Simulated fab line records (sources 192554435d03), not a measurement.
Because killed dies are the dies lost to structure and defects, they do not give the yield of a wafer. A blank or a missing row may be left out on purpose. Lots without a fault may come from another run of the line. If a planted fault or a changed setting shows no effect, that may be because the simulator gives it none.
Chamber matching | flow n5Finfet | 4 sister chambers for N5_BEOL_M1_ETCH_77 on rieDiel-02
The step etches underlayer in N2/H2, target depth 6.5 nm, time 5.2 s. 4 wafers are shown with their chamber, then 8 later ones without.

== WAFERS PAIRED WITH THEIR CHAMBERS ==
wafer  | chamber | drypumpMotorCurrentA (A)
L087.3 | 0       | 5.5
L091.1 | 2       | 6.4
L091.5 | 1       | 6.4
L092.1 | 3       | 5.6

== WAFERS WITHOUT THEIR CHAMBER ==
wafer  | drypumpMotorCurrentA (A)
L092.2 | 6.4
L092.3 | 6.3
L093.3 | 5.7
L093.5 | 5.7
L093.6 | 6.3
L095.2 | 5.7
L095.4 | 5.5
L095.6 | 6.4

== THE CHAMBER EACH PASSED THROUGH ==
wafer  | from the rows above     | in truth
L092.2 | can't be placed: 1 or 2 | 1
L092.3 | can't be placed: 1 or 2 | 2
L093.3 | can't be placed: 3 or 0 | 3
L093.5 | can't be placed: 3 or 0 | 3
L093.6 | can't be placed: 1 or 2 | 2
L095.2 | can't be placed: 3 or 0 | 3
L095.4 | can't be placed: 0 or 3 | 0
L095.6 | can't be placed: 1 or 2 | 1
Correctly placed: 0 of 8. These rows do not allow placing 8 (true chamber among the candidates in 8). Placed wrongly: 0.
How it was worked out, from the rows above alone: a wafer's distance from a chamber is the root of the sum, over the readings, of the square of ((its reading less the chamber's mean) divided by the reading's scatter). If the next closest chamber is less than 2 further off than the closest, the wafer can't be placed; otherwise it belongs to the closest. For every chamber, the mean is computed from those of its wafers that are shown. The scatter: with one shown wafer a chamber, the root of the mean of the squares of how far each hidden wafer lies from its nearest shown one.
